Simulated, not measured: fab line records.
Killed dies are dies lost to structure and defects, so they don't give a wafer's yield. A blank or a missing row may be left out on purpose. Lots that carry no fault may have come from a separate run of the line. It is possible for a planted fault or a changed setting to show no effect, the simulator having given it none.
Chamber matching    flow nandHarc    NHARC_A_M1_DEP_33 on pecvd-03: 3 sister chambers
The step deposits SiCN, target thk 30 nm. 3 wafers are shown with their chamber, then 8 later ones without.

## WAFERS PAIRED WITH THEIR CHAMBERS
wafer   chamber  heaterPowerW (W)
L084.4  0        526
L082.6  1        520
L088.1  2        466

## WAFERS MISSING THEIR CHAMBER
wafer   heaterPowerW (W)
L088.2  525
L088.5  466
L094.1  541
L094.2  467
L094.3  516
L095.2  477
L095.3  526
L095.6  474

## WHICH CHAMBER EACH ONE RAN IN
wafer    from the rows above       in truth
L088.2   can't be placed: 0 or 1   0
L088.5   2                         2
L094.1   can't be placed: 0 or 1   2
L094.2   2                         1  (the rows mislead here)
L094.3   can't be placed: 1 or 0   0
L095.2   2                         2
L095.3   can't be placed: 0 or 1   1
L095.6   2                         2
Correctly placed: 3 of 8. From these rows, 4 cannot be placed; in 3 the true chamber is one of the candidates. 1 placed wrongly.
How it was worked out, from the rows above alone: a wafer's distance from a chamber is the root of the sum, over the readings, of the square of ((its reading less the chamber's mean) divided by the reading's scatter). If the next closest chamber is less than 2 further off than the closest, the wafer can't be placed; otherwise it belongs to the closest. Each chamber's mean is taken over the wafers shown for it. The scatter: root of mean squared gap, hidden wafer to nearest shown wafer, with one shown wafer a chamber.
